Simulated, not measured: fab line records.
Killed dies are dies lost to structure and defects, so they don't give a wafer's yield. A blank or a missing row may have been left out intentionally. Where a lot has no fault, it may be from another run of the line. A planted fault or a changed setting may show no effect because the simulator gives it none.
Which tool was responsible? -- flow nandHarc -- Sampling: 13 lots, 39 wafers, 5 of 1159 route steps

== WHAT THE GAUGES SHOWED, per wafer ==
NHARC_END_SORT_01.
lot,measured,on,killedAtArray,killedAtOther,killedAtPeriphery,killedDies,killedOpen,killedShort
L419,day 23 07:05,prober-01,668 672 670,4 2 3,5 3 4,677 677 677,4 4 3,3 2 1
L420,day 23 12:31,prober-02,675 675 676,1 0 0,1 2 1,677 677 677,4 1 0,0 5 1

== EACH LOT AND THE TOOL THAT RAN IT (in order: tool; ch and the chambers of the sampled wafers; start) ==
lot,NHARC_A_SLIT_DEP_00,NHARC_A_SLIT_DEP_23,NHARC_A_SLIT_DESCUM_14,NHARC_A_WL_FILL_ALD_19
L403,"aclDep-01 ch 0, day 14 03:48","pecvd-02 ch 0,1, day 14 05:49","rieDiel-09 ch 0,1,3, day 14 06:41","aldMetal-02 ch 2,3, day 15 19:22"
L405,"aclDep-03 ch 0, day 14 17:29","pecvd-02 ch 0,1,2, day 14 19:31","rieDiel-05 ch 0,1, day 14 20:20","aldMetal-01 ch 0,1,2, day 16 14:37"
L408,"aclDep-01 ch 0, day 15 04:50","pecvd-03 ch 0,1, day 15 06:35","rieDiel-11 ch 0,1,2, day 15 07:19","aldMetal-02 ch 2,3, day 16 14:37"
L411,"aclDep-03 ch 0, day 16 05:38","pecvd-02 ch 0,2, day 16 07:43","rieDiel-05 ch 0,1, day 16 08:24","aldMetal-02 ch 2,3, day 17 22:29"
L410,"aclDep-02 ch 0, day 16 06:01","pecvd-01 ch 0,1,2, day 16 07:41","rieDiel-09 ch 0,1,2, day 16 08:26","aldMetal-01 ch 1,2, day 17 22:29"
L413,"aclDep-03 ch 0, day 16 20:08","pecvd-03 ch 0,1,2, day 16 22:06","rieDiel-11 ch 1,2,3, day 16 22:51","aldMetal-01 ch 1,2,3, day 18 06:32"
L412,"aclDep-01 ch 0, day 16 20:16","pecvd-02 ch 0,1,2, day 16 22:23","rieDiel-09 ch 1,2,3, day 16 23:07","aldMetal-02 ch 1,2,3, day 18 06:32"
L417,"aclDep-03 ch 0, day 17 13:43","pecvd-03 ch 0,1,2, day 17 15:02","rieDiel-09 ch 1,2,3, day 17 15:56","aldMetal-04 ch 0,2,3, day 19 00:22"
L414,"aclDep-01 ch 0, day 17 14:11","pecvd-03 ch 0,1,2, day 17 15:18","rieDiel-11 ch 1,2, day 17 16:06","aldMetal-02 ch 2,3, day 19 00:20"
L419,"aclDep-02 ch 0, day 18 04:15","pecvd-02 ch 0,1,2, day 18 05:20","rieDiel-11 ch 0,1,2, day 18 06:00","aldMetal-04 ch 0,1,3, day 19 13:23"
L420,"aclDep-01 ch 0, day 18 04:32","pecvd-02 ch 0,1,2, day 18 06:38","rieDiel-05 ch 0,2,3, day 18 07:32","aldMetal-02 ch 0,2,3, day 19 13:21"
L416,"aclDep-03 ch 0, day 18 10:19","pecvd-02 ch 0,1,2, day 18 12:19","rieDiel-11 ch 1,2, day 18 13:11","aldMetal-04 ch 2,3, day 19 19:40"
L426,"aclDep-03 ch 0, day 20 05:35","pecvd-03 ch 0,1, day 20 07:42","rieDiel-11 ch 2,3, day 20 08:32","aldMetal-02 ch 1,2,3, day 21 16:46"
- NHARC_A_SLIT_DEP_00: deposits aC, target thk 3200 nm.
- NHARC_A_SLIT_DEP_23: deposits SiON, target thk 100 nm.
- NHARC_A_SLIT_DESCUM_14: chemistry O2, time 3 s.
- NHARC_A_WL_FILL_ALD_19: deposits TiN, target thk 2 nm, pulse time 3 s, ald cycles 100.

== WHAT THE TOOLS THEMSELVES READ (means of the sampled wafers that have a number; where no wafer has one, the mark that the record gives instead) ==
NHARC_A_SLIT_DEP_00.
lot,tool,throttleValvePct (%)
L403,aclDep-01,34.992
L405,aclDep-03,34.993
L408,aclDep-01,34.997
L411,aclDep-03,35.003
L410,aclDep-02,35.007
L413,aclDep-03,35.011
L412,aclDep-01,35.002
L417,aclDep-03,34.995
L414,aclDep-01,35.003
L419,aclDep-02,35.008
L420,aclDep-01,35.006
L416,aclDep-03,35.011
L426,aclDep-03,35.007

NHARC_A_SLIT_DEP_23.
lot,tool,heaterPowerW (W)
L403,pecvd-02,763
L405,pecvd-02,701
L408,pecvd-03,717
L411,pecvd-02,683
L410,pecvd-01,679
L413,pecvd-03,700
L412,pecvd-02,741
L417,pecvd-03,694
L414,pecvd-03,668
L419,pecvd-02,718
L420,pecvd-02,740
L416,pecvd-02,733
L426,pecvd-03,672

NHARC_A_SLIT_DESCUM_14.
lot,tool,drypumpMotorCurrentA (A),oesProductAu (a.u.),rfVppV (V),showerheadPlenumPTorr (Torr),throttleValvePct (%)
L403,rieDiel-09,6.0,1.009,57.7,1.97,11.311
L405,rieDiel-05,5.8,0.993,57.3,1.90,11.312
L408,rieDiel-11,5.6,0.999,57.5,1.87,11.314
L411,rieDiel-05,5.8,1.000,57.9,1.90,11.304
L410,rieDiel-09,6.2,1.012,58.5,1.95,11.329
L413,rieDiel-11,5.4,1.000,57.3,1.87,11.310
L412,rieDiel-09,5.8,1.002,57.3,1.95,11.307
L417,rieDiel-09,5.8,1.005,57.9,1.95,11.314
L414,rieDiel-11,5.3,1.013,56.6,1.81,11.323
L419,rieDiel-11,5.6,1.006,58.6,1.87,11.311
L420,rieDiel-05,5.7,1.002,58.1,1.94,11.313
L416,rieDiel-11,5.6,1.000,57.9,1.83,11.311
L426,rieDiel-11,5.3,0.997,57.4,1.91,11.305

NHARC_A_WL_FILL_ALD_19.
lot,tool,heaterPowerOuterW (W),heaterPowerW (W),precursorPulseHeightRel
L403,aldMetal-02,758,1150,1.006
L405,aldMetal-01,675,1123,0.984
L408,aldMetal-02,744,1156,0.978
L411,aldMetal-02,750,1138,1.004
L410,aldMetal-01,679,1118,1.006
L413,aldMetal-01,696,1086,0.996
L412,aldMetal-02,764,1145,0.991
L417,aldMetal-04,682,1058,1.004
L414,aldMetal-02,746,1132,0.995
L419,aldMetal-04,-,-,-
L420,aldMetal-02,-,-,-
L416,aldMetal-04,618,999,1.005
L426,aldMetal-02,765,1155,1.003

== THE ANSWER, worked out from the rows above alone ==
Rule: what is usual is taken from the lots themselves. Put in order of their means at a reading, lots are off if they are a third of the lots or fewer, leave a main group of 4 or more, and stand apart from it by a gap of 3 or more times the standard deviation of the main group's means; of several such gaps the widest counts. A main group is skipped when, at the precision printed for the reading in the tables above, its means are all equal. A lot without any number at a reading at which 4 lots or more have one is off too. All remaining lots with rows at the step are treated as sound. After the gauges, taken in route order, come the tools' own readings; for these a lot's mean is taken, as printed above. The first step at which some lot is off is used, and at that step the reading that is off furthest; a lot without a number counts as furthest.
Off, at NHARC_A_WL_FILL_ALD_19 on heaterPowerOuterW: L419, L420. Without a number there: L419, L420. For the main group the mean is 716 W and the standard deviation 46.
If a tool, at that step or one of the process steps before it, ran each lot that is off and ran no sound lot following the first of them, it fits. Of those tried, none fits.

== WHAT THE SIMULATOR PUT IN ==
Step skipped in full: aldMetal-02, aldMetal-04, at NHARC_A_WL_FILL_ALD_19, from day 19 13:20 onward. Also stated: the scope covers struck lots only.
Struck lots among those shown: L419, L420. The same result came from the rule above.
